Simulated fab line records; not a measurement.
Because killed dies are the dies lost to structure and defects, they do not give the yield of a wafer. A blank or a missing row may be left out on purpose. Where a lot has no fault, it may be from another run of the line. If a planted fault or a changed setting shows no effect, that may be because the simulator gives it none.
Matching of chambers :: flow nand-harc :: NHARC_A_CHANNEL_FILL_D2_ALD_16 on ald-hk-02 has 4 sister chambers
The step deposits SiO2, target thk 1.5 nm, pulse time 10 s, ald cycles 15. 4 wafers are shown with their chamber, then 8 later ones without.

WAFERS, EACH WITH ITS CHAMBER
wafer: L083.4
chamber: 1
heater-power-w (W): 436

wafer: L083.5
chamber: 3
heater-power-w (W): 448

wafer: L083.6
chamber: 2
heater-power-w (W): 406

wafer: L085.1
chamber: 0
heater-power-w (W): 461

WAFERS WITH NO CHAMBER GIVEN
wafer: L085.2
heater-power-w (W): 438

wafer: L085.3
heater-power-w (W): 450

wafer: L087.3
heater-power-w (W): 461

wafer: L087.4
heater-power-w (W): 458

wafer: L087.6
heater-power-w (W): 398

wafer: L091.2
heater-power-w (W): 458

wafer: L091.3
heater-power-w (W): 449

wafer: L091.6
heater-power-w (W): 447

WHICH CHAMBER EACH WENT THROUGH
wafer: L085.2
from the rows above: 1
in truth: 1

wafer: L085.3
from the rows above: 3
in truth: 3

wafer: L087.3
from the rows above: 0
in truth: 0

wafer: L087.4
from the rows above: 0
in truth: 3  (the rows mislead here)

wafer: L087.6
from the rows above: 2
in truth: 2

wafer: L091.2
from the rows above: 0
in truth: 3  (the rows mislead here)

wafer: L091.3
from the rows above: 3
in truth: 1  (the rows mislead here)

wafer: L091.6
from the rows above: 3
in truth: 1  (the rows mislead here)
Correctly placed: 4 of 8. Number that these rows cannot place: 0. Number placed wrongly: 4.
How it was worked out, from the rows above alone: a wafer's distance from a chamber is the root of the sum, over the readings, of the square of ((its reading less the chamber's mean) divided by the reading's scatter). The wafer belongs to the nearest chamber; if the next one is less than 2 further off, it can't be placed. For every chamber, the mean is computed from those of its wafers that are shown. The scatter: root of mean squared gap, hidden wafer to nearest shown wafer, with one shown wafer a chamber.
